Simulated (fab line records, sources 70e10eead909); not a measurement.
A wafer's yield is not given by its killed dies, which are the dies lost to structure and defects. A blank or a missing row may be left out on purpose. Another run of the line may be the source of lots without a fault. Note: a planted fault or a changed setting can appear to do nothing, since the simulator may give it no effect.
Chamber matching    flow nandHarc    pecvd-03 running NHARC_A_STAIRCASE_DEP_322: 3 sister chambers
The step deposits SiO2, target thk 7200 nm. 6 wafers are shown with their chamber, then 7 later ones without.

== EACH WAFER AND ITS CHAMBER ==
wafer   chamber  heaterPowerW (W)
L083.1  0        727
L083.6  2        577
L081.2  2        741
L081.5  0        717
L092.1  1        616
L092.3  1        526

== WAFERS WHOSE CHAMBER IS MISSING ==
wafer   heaterPowerW (W)
L092.6  541
L093.1  663
L093.4  669
L093.6  524
L096.2  614
L096.5  679
L096.6  531

== EACH ONE'S CHAMBER ==
wafer   from the rows above           in truth
L092.6  can't be placed: 1 or 2 or 0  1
L093.1  can't be placed: 2 or 0 or 1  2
L093.4  can't be placed: 2 or 0 or 1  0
L093.6  can't be placed: 1 or 2 or 0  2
L096.2  can't be placed: 1 or 2 or 0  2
L096.5  can't be placed: 2 or 0 or 1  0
L096.6  can't be placed: 1 or 2 or 0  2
0 of 7 placed correctly. Can't be placed from these rows: 7 (the true chamber is among the candidates in 7). 0 placed wrongly.
How it was worked out, from the rows above alone: a wafer's distance from a chamber is the root of the sum, over the readings, of the square of ((its reading less the chamber's mean) divided by the reading's scatter). If the next closest chamber is less than 2 further off than the closest, the wafer can't be placed; otherwise it belongs to the closest. Each chamber's mean is taken over the wafers shown for it. The scatter: take each reading less its chamber's mean, square it, sum over the shown wafers, divide by the number of wafers less the number of chambers, and take the root.
